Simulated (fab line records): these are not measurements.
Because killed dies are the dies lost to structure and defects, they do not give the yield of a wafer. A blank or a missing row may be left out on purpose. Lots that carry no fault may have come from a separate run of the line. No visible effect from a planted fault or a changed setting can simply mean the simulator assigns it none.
fab line records + flow n5-finfet
record
- lots=10
- wafers=30
- last-day=18
route steps=1938 shown PMOS_HMC_CHANNEL_EPI@89 FIN_SAQP@100 BEOL_M4@1111
lots that met no fault: taken from a fault-free run of the same line
start-h: the number of hours between the record's first day and the start of the first shown wafer of the lot + wait-h: hours from the lot's prior step to this one + " as in the row above + L1.1+2: a single row standing in for several wafers + - no value present, or no start provided + * or withheld: withheld + < > ~ a bound
route shown NAME@n: a module of which the file shows steps, and the number in the route of the first + usual: mean and standard deviation over wafers with no fault + same: alike in all rows + chamber/n: place in a boat + sites: readings site by site + _std_site: their standard deviation + _edge_site: the outer-site mean with the inner-site mean subtracted + radius-mm: for every site, how far away it sits from the centre of the wafer + mask NAME#n: copy n + behind: the tool/chamber that last shaped the wafer + hold: why the lot was held/for how many hours/how that ended + device: names the non-switching transistor (n, p or np) + end of line: the same wafers' tests at the end of the route + for a step that has no rows: nothing shown but its recipe + killed: count of dies lost to structure and defects at first sort (not the wafer's yield) + map: the dies of a wafer, with x for killed, . for not killed, _ for no die there
set.NAME: the run value of the setting; set.NAME@STEP: its run value at that earlier step + model.NAME: the simulator's own value behind a step, which no gauge read
route steps across a sampled set of lots; one table per step, one row per wafer
services: from which hour (start-h, from the record's first day; less than 0 if before it) a tool's chamber was out of use, for how many hours, and why
## steps
# step N5_PMOS_HMC_CHANNEL_EPI_INSPECT_30
# recipe
- inspect-instrument=darkfield
- mode=post-epi
# usual
- raw-defect-count=18/6.8
| lot.wafer | tool              | chamber | start-h | wait-h | raw-defect-count |
|-----------|-------------------|---------|---------|--------|------------------|
| L913.4    | defect-inspect-02 | -       | 20.12   | 0.0    | 42               |
| L913.5    | "                 | -       | "       | "      | 20               |
| L913.6    | "                 | -       | "       | "      | 17               |
| L915.2    | defect-inspect-01 | -       | 33.31   | 0.0    | 11               |
| L915.3    | "                 | -       | "       | "      | 11               |
| L915.4    | "                 | -       | "       | "      | 9                |
| L918.1    | defect-inspect-02 | -       | 51.14   | 0.0    | 15               |
| L918.3    | "                 | -       | "       | "      | 16               |
| L918.4    | "                 | -       | "       | "      | 19               |
| L928.3    | defect-inspect-01 | -       | 110.86  | 0.0    | 17               |
| L928.5    | "                 | -       | "       | "      | 30               |
| L928.6    | "                 | -       | "       | "      | 15               |
| L929.1    | defect-inspect-01 | -       | 116.12  | 0.0    | 17               |
| L929.4    | "                 | -       | "       | "      | 16               |
| L929.5    | "                 | -       | "       | "      | 34               |
| L932.1    | defect-inspect-01 | -       | 135.01  | 0.0    | 19               |
| L932.2    | "                 | -       | "       | "      | 8                |
| L932.6    | "                 | -       | "       | "      | 15               |
| L933.3    | defect-inspect-01 | -       | 141.14  | 0.0    | 20               |
| L933.4    | "                 | -       | "       | "      | 14               |
| L933.6    | "                 | -       | "       | "      | 23               |
| L934.1    | defect-inspect-02 | -       | 146.34  | 0.0    | 9                |
| L934.5    | "                 | -       | "       | "      | 16               |
| L934.6    | "                 | -       | "       | "      | 12               |
| L935.1    | defect-inspect-02 | -       | 153.03  | 0.0    | 22               |
| L935.2    | "                 | -       | "       | "      | 26               |
| L935.4    | "                 | -       | "       | "      | 15               |
| L936.3    | defect-inspect-02 | -       | 159.36  | 0.0    | 21               |
| L936.4    | "                 | -       | "       | "      | 27               |
| L936.6    | "                 | -       | "       | "      | 27               |
# step N5_FIN_SAQP_PECVD_06
# recipe
- material=a-Si
- target-thk-a=600
- temp-c=400
- precursor=SiH4/He
- pressure-torr=3
- rf-w=100
- time-s=48.1
# usual
- heater-power-w=853/75
- showerhead-plenum-p-Torr=5.66/0.049
- showerhead-vpp-V=608/22
- throttle-valve-pct=18.3/0.61
| lot.wafer | tool     | chamber | start-h | wait-h | heater-power-w | showerhead-plenum-p-Torr | showerhead-vpp-V | throttle-valve-pct |
|-----------|----------|---------|---------|--------|----------------|--------------------------|------------------|--------------------|
| L913.4    | pecvd-02 | 0       | 21.03   | 0.0    | 848            | 5.76                     | 618              | 18.0               |
| L913.5    | "        | 1       | "       | "      | 967            | 5.66                     | 607              | 18.8               |
| L913.6    | "        | 2       | "       | "      | 890            | 5.65                     | 626              | 17.3               |
| L915.2    | pecvd-03 | 1       | 34.17   | 0.0    | 958            | 5.68                     | 603              | 18.2               |
| L915.3    | "        | 0       | "       | "      | 823            | 5.65                     | 608              | 17.6               |
| L915.4    | "        | 2       | "       | "      | 769            | 5.62                     | 583              | 18.6               |
| L918.1    | pecvd-03 | 0       | 52.01   | 0.0    | 858            | 5.65                     | 611              | 17.6               |
| L918.3    | "        | 2       | "       | "      | 759            | 5.61                     | 579              | 18.2               |
| L918.4    | "        | 1       | "       | "      | 938            | 5.70                     | 604              | 18.5               |
| L928.3    | pecvd-01 | 0       | 111.73  | 0.0    | 919            | 5.59                     | 584              | 19.2               |
| L928.5    | "        | 1       | "       | "      | 852            | 5.64                     | 677              | 19.6               |
| L928.6    | "        | 2       | "       | "      | 834            | 5.67                     | 591              | 18.1               |
| L929.1    | pecvd-03 | 0       | 116.91  | 0.0    | 773            | 5.65                     | 607              | 18.0               |
| L929.4    | "        | 1       | "       | "      | 893            | 5.71                     | 596              | 18.5               |
| L929.5    | "        | 0       | "       | "      | 762            | 5.67                     | 606              | 17.4               |
| L932.1    | pecvd-02 | 1       | 135.76  | 0.0    | 966            | 5.66                     | 597              | 19.0               |
| L932.2    | "        | 2       | "       | "      | 890            | 5.65                     | 624              | 17.6               |
| L932.6    | "        | 1       | "       | "      | 937            | 5.66                     | 607              | 18.7               |
| L933.3    | pecvd-02 | 2       | 142.34  | 0.0    | 1014           | 5.63                     | 628              | 17.5               |
| L933.4    | "        | 2       | "       | "      | 1027           | 5.64                     | 610              | 17.6               |
| L933.6    | "        | 0       | "       | "      | 868            | 5.75                     | 619              | 18.2               |
| L934.1    | pecvd-02 | 0       | 147.09  | 0.0    | 796            | 5.78                     | 616              | 18.3               |
| L934.5    | "        | 0       | "       | "      | 811            | 5.75                     | 621              | 17.9               |
| L934.6    | "        | 2       | "       | "      | 956            | 5.64                     | 626              | 17.5               |
| L935.1    | pecvd-02 | 1       | 153.84  | 0.0    | 924            | 5.65                     | 606              | 19.0               |
| L935.2    | "        | 0       | "       | "      | 886            | 5.76                     | 618              | 18.2               |
| L935.4    | "        | 1       | "       | "      | 963            | 5.65                     | 615              | 19.0               |
| L936.3    | pecvd-02 | 0       | 160.65  | 0.0    | 807            | 5.77                     | 620              | 18.0               |
| L936.4    | "        | 1       | "       | "      | 952            | 5.65                     | 611              | 18.7               |
| L936.6    | "        | 2       | "       | "      | 927            | 5.65                     | 606              | 17.5               |
# step N5_FIN_SAQP_MANDREL_ETCH_22
# recipe
- target-depth-a=600
- chemistry=HBr/Cl2
- target=a-Si
- stop-on=SiNx
- bt-time-s=10
- over-etch-frac=0.5
- time-s=30
- pressure-mtorr=10
- icp-w=800
- bias-w=75
- HBr_flow_sccm=150
- Cl2_flow_sccm=80
- ends=end-point
# usual
- drypump-motor-current-A=5.6/0.6
- mfc-cl2-sccm=80.00/0.22
- oes-product-au=0.765/0.011
- throttle-valve-pct=35.3/0.33
# same
- over-etch-frac=0.5
| lot.wafer | tool      | chamber | start-h | wait-h | drypump-motor-current-A | mfc-cl2-sccm | oes-product-au | rf-hours-counter-h | throttle-valve-pct |
|-----------|-----------|---------|---------|--------|-------------------------|--------------|----------------|--------------------|--------------------|
| L913.4    | rie-si-04 | 2       | 21.95   | 0.0    | 4.7                     | 79.51        | 0.772          | 136                | 35.9               |
| L913.5    | "         | 2       | "       | "      | 4.7                     | 79.43        | 0.767          | -                  | 35.9               |
| L913.6    | "         | 1       | "       | "      | 5.8                     | 79.58        | 0.778          | -                  | 35.5               |
| L915.2    | rie-si-03 | 0       | 35.41   | 0.0    | 5.9                     | 80.22        | 0.767          | 127                | 35.1               |
| L915.3    | "         | 3       | "       | "      | 6.0                     | 80.01        | 0.748          | 18                 | 35.4               |
| L915.4    | "         | 2       | "       | "      | 4.9                     | 80.20        | 0.758          | 12                 | 35.4               |
| L918.1    | rie-si-03 | 2       | 53.51   | 0.0    | 5.0                     | 80.01        | 0.746          | 13                 | 35.4               |
| L918.3    | "         | 0       | "       | "      | 5.9                     | 80.14        | 0.772          | 128                | 35.1               |
| L918.4    | "         | 3       | "       | "      | 6.0                     | 68.31        | 0.753          | 18                 | 34.4               |
| L928.3    | rie-si-04 | 1       | 112.57  | 0.0    | 5.8                     | 80.02        | 0.771          | 31                 | 35.5               |
| L928.5    | "         | 0       | "       | "      | 6.3                     | 80.03        | 0.763          | -                  | 35.2               |
| L928.6    | "         | 1       | "       | "      | 5.8                     | 80.02        | 0.788          | -                  | 35.5               |
| L929.1    | rie-si-04 | 3       | 117.86  | 0.0    | 4.7                     | 79.68        | 0.754          | 111                | 34.6               |
| L929.4    | "         | 2       | "       | "      | 4.7                     | 79.99        | 0.773          | 138                | 35.9               |
| L929.5    | "         | 0       | "       | "      | 6.3                     | 80.10        | 0.759          | -                  | 35.2               |
| L932.1    | rie-si-03 | 1       | 136.71  | 0.0    | 6.2                     | 79.62        | 0.748          | 6                  | 35.4               |
| L932.2    | "         | 3       | "       | "      | 6.0                     | 80.27        | 0.746          | 20                 | 35.4               |
| L932.6    | "         | 0       | "       | "      | 5.9                     | 79.91        | 0.777          | -                  | 35.0               |
| L933.3    | rie-si-03 | 1       | 143.29  | 0.0    | 6.1                     | 80.11        | 0.756          | 6                  | 35.4               |
| L933.4    | "         | 0       | "       | "      | 5.9                     | 79.70        | 0.785          | 129                | 35.0               |
| L933.6    | "         | 3       | "       | "      | 6.0                     | 79.94        | 0.770          | -                  | 35.3               |
| L934.1    | rie-si-05 | 3       | 148.04  | 0.0    | 5.6                     | 80.04        | 0.780          | 3                  | 35.3               |
| L934.5    | "         | 1       | "       | "      | 4.9                     | 79.77        | 0.768          | -                  | 35.6               |
| L934.6    | "         | 0       | "       | "      | 5.6                     | 80.31        | 0.786          | -                  | 35.3               |
| L935.1    | rie-si-03 | 2       | 154.79  | 0.0    | 4.9                     | 79.99        | 0.757          | 15                 | 35.4               |
| L935.2    | "         | 0       | "       | "      | 5.9                     | 79.94        | 0.783          | 129                | 35.0               |
| L935.4    | "         | 1       | "       | "      | 6.1                     | 79.68        | 0.757          | 7                  | 35.4               |
| L936.3    | rie-si-03 | 1       | 161.58  | 0.0    | 6.1                     | 79.89        | 0.767          | 7                  | 35.4               |
| L936.4    | "         | 2       | "       | "      | 5.0                     | 80.09        | 0.753          | 15                 | 35.4               |
| L936.6    | "         | 0       | "       | "      | 5.9                     | 79.94        | 0.789          | -                  | 35.0               |
# step N5_FIN_SAQP_CD_MEAS_27
# recipe
- target-cd-nm=20
- landing-energy-ev=1000
- detector=se-inlens
- polarity=line
# usual
- cd-nm=20.26/0.25
# same
- landing-energy-ev=1000
| lot.wafer | tool      | chamber | start-h | wait-h | cd-nm |
|-----------|-----------|---------|---------|--------|-------|
| L913.4    | cd-sem-01 | 0       | 23.68   | 0.0    | 20.79 |
| L913.5    | "         | 0       | "       | "      | 20.42 |
| L913.6    | "         | 0       | "       | "      | 20.62 |
| L915.2    | cd-sem-02 | 0       | 37.38   | 0.1    | 20.08 |
| L915.3    | "         | 0       | "       | "      | 20.16 |
| L915.4    | "         | 0       | "       | "      | 20.13 |
| L918.1    | cd-sem-03 | 0       | 55.43   | 0.1    | 20.19 |
| L918.3    | "         | 0       | "       | "      | 20.51 |
| L918.4    | "         | 0       | "       | "      | 20.38 |
| L928.3    | cd-sem-01 | 0       | 114.42  | 0.1    | 20.45 |
| L928.5    | "         | 0       | "       | "      | 20.30 |
| L928.6    | "         | 0       | "       | "      | 20.29 |
| L929.1    | cd-sem-02 | 0       | 119.70  | 0.1    | 20.15 |
| L929.4    | "         | 0       | "       | "      | 20.32 |
| L929.5    | "         | 0       | "       | "      | 20.25 |
| L932.1    | cd-sem-02 | 0       | 138.61  | 0.1    | 20.16 |
| L932.2    | "         | 0       | "       | "      | 20.04 |
| L932.6    | "         | 0       | "       | "      | 20.12 |
| L933.3    | cd-sem-02 | 0       | 145.03  | 0.1    | 20.44 |
| L933.4    | "         | 0       | "       | "      | 20.14 |
| L933.6    | "         | 0       | "       | "      | 20.23 |
| L934.1    | cd-sem-03 | 0       | 150.65  | 0.1    | 20.36 |
| L934.5    | "         | 0       | "       | "      | 20.45 |
| L934.6    | "         | 0       | "       | "      | 19.80 |
| L935.1    | cd-sem-01 | 0       | 156.59  | 0.1    | 20.55 |
| L935.2    | "         | 0       | "       | "      | 20.15 |
| L935.4    | "         | 0       | "       | "      | 20.22 |
| L936.3    | cd-sem-02 | 0       | 163.43  | 0.1    | 19.88 |
| L936.4    | "         | 0       | "       | "      | 20.55 |
| L936.6    | "         | 0       | "       | "      | 20.32 |
# step N5_BEOL_M4_RC_MEAS_101
# usual
- DIBL_N=37.0/2.3
- DIBL_P=37.3/2.8
- IOFF_N=0.17/0.046
- IOFF_P=0.23/0.054
- ION_N=675/14
- ION_P=460/9.3
- SS_N=71.7/0.73
- SS_P=73.6/0.95
- VT_N=249/3.9
- VT_P=-250/3.9
| lot.wafer | tool      | chamber | start-h | wait-h | DIBL_N[mV/V] | DIBL_P[mV/V] | IOFF_N[nA/um] | IOFF_P[nA/um] | ION_N[uA/um] | ION_P[uA/um] | SS_N[mV/dec] | SS_P[mV/dec] | VT_N[mV] | VT_P[mV] |
|-----------|-----------|---------|---------|--------|--------------|--------------|---------------|---------------|--------------|--------------|--------------|--------------|----------|----------|
| L913.4    | prober-02 | 0       | 167.30  | 0.5    | 40.3         | 40.9         | 0.23          | 0.31          | 680          | 471          | 72.2         | 74.8         | 243      | -246     |
| L913.5    | "         | 0       | "       | "      | 37.1         | 35.4         | 0.15          | 0.21          | 676          | 464          | 71.3         | 73.7         | 251      | -251     |
| L913.6    | "         | 0       | "       | "      | 43.8         | 44.8         | 0.36          | 0.42          | 712          | 478          | 73.7         | 76.2         | 240      | -243     |
| L915.2    | prober-02 | 0       | 173.38  | 0.2    | 39.7         | 40.0         | 0.23          | 0.29          | 673          | 460          | 72.5         | 74.6         | 247      | -249     |
| L915.3    | "         | 0       | "       | "      | 36.8         | 37.0         | 0.16          | 0.21          | 670          | 462          | 71.8         | 74.2         | 250      | -252     |
| L915.4    | "         | 0       | "       | "      | 33.8         | 34.2         | 0.13          | 0.18          | 662          | 458          | 71.0         | 72.5         | 250      | -252     |
| L918.1    | prober-01 | 0       | 201.22  | 0.0    | 36.5         | 38.2         | 0.19          | 0.25          | 691          | 469          | 72.1         | 73.1         | 246      | -247     |
| L918.3    | "         | 0       | "       | "      | 34.8         | 36.0         | 0.14          | 0.21          | 653          | 455          | 71.9         | 71.4         | 251      | -248     |
| L918.4    | "         | 0       | "       | "      | 40.1         | 43.2         | 0.28          | 0.37          | 701          | 483          | 72.7         | 74.5         | 242      | -242     |
| L928.3    | prober-01 | 0       | 275.61  | 0.3    | 36.8         | 37.9         | 0.16          | 0.22          | 677          | 459          | 71.4         | 72.9         | 249      | -250     |
| L928.5    | "         | 0       | "       | "      | 39.9         | 41.1         | 0.19          | 0.27          | 679          | 466          | 72.4         | 74.2         | 248      | -249     |
| L928.6    | "         | 0       | "       | "      | 36.6         | 36.6         | 0.16          | 0.19          | 673          | 457          | 71.0         | 73.1         | 248      | -252     |
| L929.1    | prober-01 | 0       | 285.46  | 0.0    | 39.3         | 41.4         | 0.23          | 0.26          | 687          | 465          | 72.8         | 74.4         | 246      | -248     |
| L929.4    | "         | 0       | "       | "      | 41.2         | 44.0         | 0.28          | 0.32          | 704          | 470          | 73.7         | 75.4         | 241      | -245     |
| L929.5    | "         | 0       | "       | "      | 36.0         | 36.5         | 0.16          | 0.19          | 681          | 456          | 71.7         | 73.3         | 248      | -253     |
| L932.1    | prober-02 | 0       | 288.93  | 0.0    | 36.2         | 33.2         | 0.15          | 0.18          | 670          | 456          | 71.6         | 72.5         | 253      | -253     |
| L932.2    | "         | 0       | "       | "      | 37.1         | 35.2         | 0.17          | 0.21          | 676          | 454          | 71.7         | 72.8         | 250      | -253     |
| L932.6    | "         | 0       | "       | "      | 35.3         | 33.1         | 0.13          | 0.18          | 677          | 466          | 70.6         | 73.1         | 252      | -250     |
| L933.3    | prober-01 | 0       | 302.09  | 0.3    | 38.3         | 39.4         | 0.20          | 0.24          | 673          | 456          | 71.8         | 73.6         | 247      | -251     |
| L933.4    | "         | 0       | "       | "      | 36.8         | 38.0         | 0.17          | 0.21          | 671          | 455          | 72.3         | 72.9         | 250      | -252     |
| L933.6    | "         | 0       | "       | "      | 37.2         | 38.0         | 0.18          | 0.22          | 666          | 455          | 71.8         | 73.7         | 248      | -250     |
| L934.1    | prober-01 | 0       | 308.46  | 0.0    | 37.8         | 36.6         | 0.16          | 0.20          | 677          | 459          | 71.3         | 73.3         | 250      | -256     |
| L934.5    | "         | 0       | "       | "      | 38.4         | 36.6         | 0.16          | 0.21          | 656          | 444          | 71.8         | 72.9         | 253      | -252     |
| L934.6    | "         | 0       | "       | "      | 40.4         | 38.7         | 0.22          | 0.24          | 668          | 451          | 72.2         | 73.2         | 247      | -253     |
| L936.3    | prober-01 | 0       | 318.13  | 0.3    | 37.3         | 38.5         | 0.16          | 0.18          | 675          | 450          | 72.0         | 74.2         | 252      | -257     |
| L936.4    | "         | 0       | "       | "      | 37.0         | 38.7         | 0.17          | 0.18          | 675          | 449          | 71.9         | 73.9         | 251      | -256     |
| L936.6    | "         | 0       | "       | "      | 33.1         | 34.3         | 0.10          | 0.13          | 656          | 445          | 70.3         | 72.1         | 256      | -258     |
| L935.1    | prober-02 | 0       | 319.71  | 0.0    | 37.7         | 38.9         | 0.19          | 0.28          | 670          | 460          | 72.9         | 73.9         | 249      | -247     |
| L935.2    | "         | 0       | "       | "      | 40.0         | 40.9         | 0.24          | 0.30          | 696          | 474          | 73.1         | 74.6         | 244      | -245     |
| L935.4    | "         | 0       | "       | "      | 35.8         | 37.0         | 0.15          | 0.23          | 677          | 471          | 71.6         | 73.2         | 250      | -248     |
## services
| tool      | chamber | start-h | hours | kind           |
|-----------|---------|---------|-------|----------------|
| pecvd-03  | 2       | -2.54   | 16.9  | repair         |
| pecvd-02  | -       | 3.17    | 0.9   | repair         |
| pecvd-01  | -       | 7.19    | 5.2   | repair         |
| pecvd-03  | 1       | 12.36   | 16.5  | scheduled-down |
| rie-si-05 | 2       | 14.19   | 3.7   | repair         |
| rie-si-05 | 3       | 16.40   | 13.6  | repair         |
| pecvd-01  | -       | 17.84   | 2.1   | repair         |
| pecvd-02  | 2       | 46.21   | 5.4   | repair         |
| rie-si-03 | 0       | 68.72   | 12.9  | repair         |
| pecvd-03  | -       | 95.06   | 6.0   | pm             |
| pecvd-03  | -       | 117.39  | 2.8   | pm             |
| pecvd-03  | -       | 157.33  | 1.4   | repair         |
## key
first-sign
- step=N5_FIN_SAQP_MANDREL_ETCH_22
- reading=mfc-cl2-sccm
- direction=down
- sigmas=53
- usual=80.00
- struck=68.31
effect none on later readings
met-at N5_FIN_SAQP_MANDREL_ETCH_22
struck-lots L918
struck-wafers L918.4
not-acting-at N5_PMOS_HMC_CHANNEL_EPI_INSPECT_30,N5_FIN_SAQP_PECVD_06,N5_FIN_SAQP_CD_MEAS_27
onset-between 35.41 53.51
fault
- kind=process-parameter-drift
- tool=rie-si-03
- chamber=3
- onset-h=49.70
- steps=N5_FIN_SAQP_MANDREL_ETCH_22
- channel=Cl2_flow_sccm
- offset=-11.423
- shape=step
- end-h=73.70
- acts-in=these-recipes-only
- stated=80
